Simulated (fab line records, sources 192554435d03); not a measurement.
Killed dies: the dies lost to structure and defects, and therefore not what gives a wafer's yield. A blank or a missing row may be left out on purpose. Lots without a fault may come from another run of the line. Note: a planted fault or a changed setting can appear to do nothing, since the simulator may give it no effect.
The tool behind it: which one?    flow n5-finfet    12 lots, 36 wafers sampled, at 6 steps of a route of 1938

== WHAT THE GAUGES READ, wafer by wafer ==
N5_BEOL_M0_RS_MEAS_126: the measuring method here is four-point-probe.
lot   measured      on             M0_RS (ohm/sq)
L075  day 6 15:11   film-metro-01  0.572 0.532 0.545
L077  day 7 04:57   film-metro-01  0.532 0.569 0.535
L079  day 7 14:43   film-metro-01  0.538 0.561 0.523
L081  day 7 19:17   film-metro-01  0.536 0.542 0.512
L083  day 8 08:17   film-metro-01  0.542 0.503 0.509
L085  day 8 22:10   film-metro-02  0.518 0.488 0.512
L087  day 9 04:54   film-metro-01  0.542 0.534 0.556
L089  day 9 21:05   film-metro-02  0.531 0.539 0.525
L091  day 10 09:31  film-metro-02  0.516 0.520 0.509
L093  day 10 20:01  film-metro-01  0.532 0.534 0.538
L094  day 11 12:07  film-metro-02  0.524 0.522 0.515
L097  day 11 16:28  film-metro-01  0.506 0.493 0.514

== WHICH TOOL RAN EACH LOT (tool, then ch and the chambers of the sampled wafers, then the start) ==
lot   N5_BEOL_M0_CUTY_DESCUM_61           N5_BEOL_M0_CUTY_ETCH_62             N5_BEOL_M0_CUTY_ETCH_63             N5_BEOL_M0_PRE_CLEAN_113      N5_BEOL_M0_DEP_125
L075  rie-diel-06 ch 0,1, day 6 06:10     rie-diel-06 ch 0,1, day 6 06:11     rie-diel-06 ch 0,1, day 6 06:14     pvd-sputter-01, day 6 08:49   pecvd-02 ch 0,2, day 6 15:07
L077  rie-diel-05 ch 0,2,3, day 7 01:25   rie-diel-05 ch 0,2,3, day 7 01:27   rie-diel-05 ch 0,2,3, day 7 01:30   pvd-sputter-02, day 7 02:31   pecvd-02 ch 0,2, day 7 04:53
L079  rie-diel-06 ch 1,2,3, day 7 09:26   rie-diel-06 ch 1,2,3, day 7 09:28   rie-diel-06 ch 1,2,3, day 7 09:31   pvd-sputter-03, day 7 11:17   pecvd-04 ch 0,1,2, day 7 14:38
L081  rie-diel-01 ch 0,1,2, day 7 14:08   rie-diel-01 ch 0,1,2, day 7 14:11   rie-diel-01 ch 0,1,2, day 7 14:13   pvd-sputter-01, day 7 17:01   pecvd-04 ch 0,1,2, day 7 18:56
L083  rie-diel-05 ch 1,2, day 7 20:41     rie-diel-05 ch 1,2, day 7 20:43     rie-diel-05 ch 1,2, day 7 20:46     pvd-sputter-03, day 8 05:14   pecvd-04 ch 0,1, day 8 08:13
L085  rie-diel-01 ch 0,3, day 8 15:29     rie-diel-01 ch 0,3, day 8 15:32     rie-diel-01 ch 0,3, day 8 15:34     pvd-sputter-02, day 8 20:11   pecvd-01 ch 0,2, day 8 22:06
L087  rie-diel-01 ch 1,2,3, day 8 23:13   rie-diel-01 ch 1,2,3, day 8 23:16   rie-diel-01 ch 1,2,3, day 8 23:18   pvd-sputter-02, day 9 02:16   pecvd-04 ch 0,2, day 9 04:50
L089  rie-diel-05 ch 0,1,3, day 9 15:00   rie-diel-05 ch 0,1,3, day 9 15:02   rie-diel-05 ch 0,1,3, day 9 15:05   pvd-sputter-03, day 9 19:10   pecvd-02 ch 1,2, day 9 21:01
L091  rie-diel-05 ch 0,1,3, day 10 02:46  rie-diel-05 ch 0,1,3, day 10 02:48  rie-diel-05 ch 0,1,3, day 10 02:53  pvd-sputter-02, day 10 06:38  pecvd-04 ch 0,2, day 10 09:26
L093  rie-diel-05 ch 0,1, day 10 14:06    rie-diel-05 ch 0,1, day 10 14:08    rie-diel-05 ch 0,1, day 10 14:11    pvd-sputter-03, day 10 17:55  pecvd-01 ch 0,2, day 10 19:57
L094  rie-diel-06 ch 1,2,3, day 11 07:05  rie-diel-06 ch 1,2,3, day 11 07:08  rie-diel-06 ch 1,2,3, day 11 07:10  pvd-sputter-02, day 11 09:37  pecvd-01 ch 0,2, day 11 12:03
L097  rie-diel-05 ch 1,3, day 11 11:59    rie-diel-05 ch 1,3, day 11 12:01    rie-diel-05 ch 1,3, day 11 12:04    pvd-sputter-01, day 11 14:21  pecvd-02 ch 0,1,2, day 11 16:23
- N5_BEOL_M0_CUTY_DESCUM_61: chemistry O2, time 7.9 s.
- N5_BEOL_M0_CUTY_ETCH_62: etches SiARC in CF4, time 58.5 s.
- N5_BEOL_M0_CUTY_ETCH_63: etches SOC in N2/H2, target depth 82.7 nm, overetch 16.5 nm, time 124 s.
- N5_BEOL_M0_PRE_CLEAN_113: time 30 s.
- N5_BEOL_M0_DEP_125: deposits SiCN from 3MS/NH3, target thk 8 nm, time 14 s.

== THE ANSWER, worked out from the rows above alone ==
Rule: usual is defined by the lots themselves. The widest of any qualifying gaps counts: lots, ordered by their means at a reading, are off when they make up no more than a third of the lots, leave a main group of 4 or more, and stand apart from it by 3 or more times the standard deviation of that group's means. The tables above print the reading to a certain number of digits; a main group whose means all agree to those digits is not used. A lot without any number at a reading at which 4 lots or more have one is off too. Where the step has rows for the other lots, those lots are counted as sound.
None of the lots is off at any reading shown; this tells nothing.

== WHAT HAD BEEN PUT IN BY THE SIMULATOR ==
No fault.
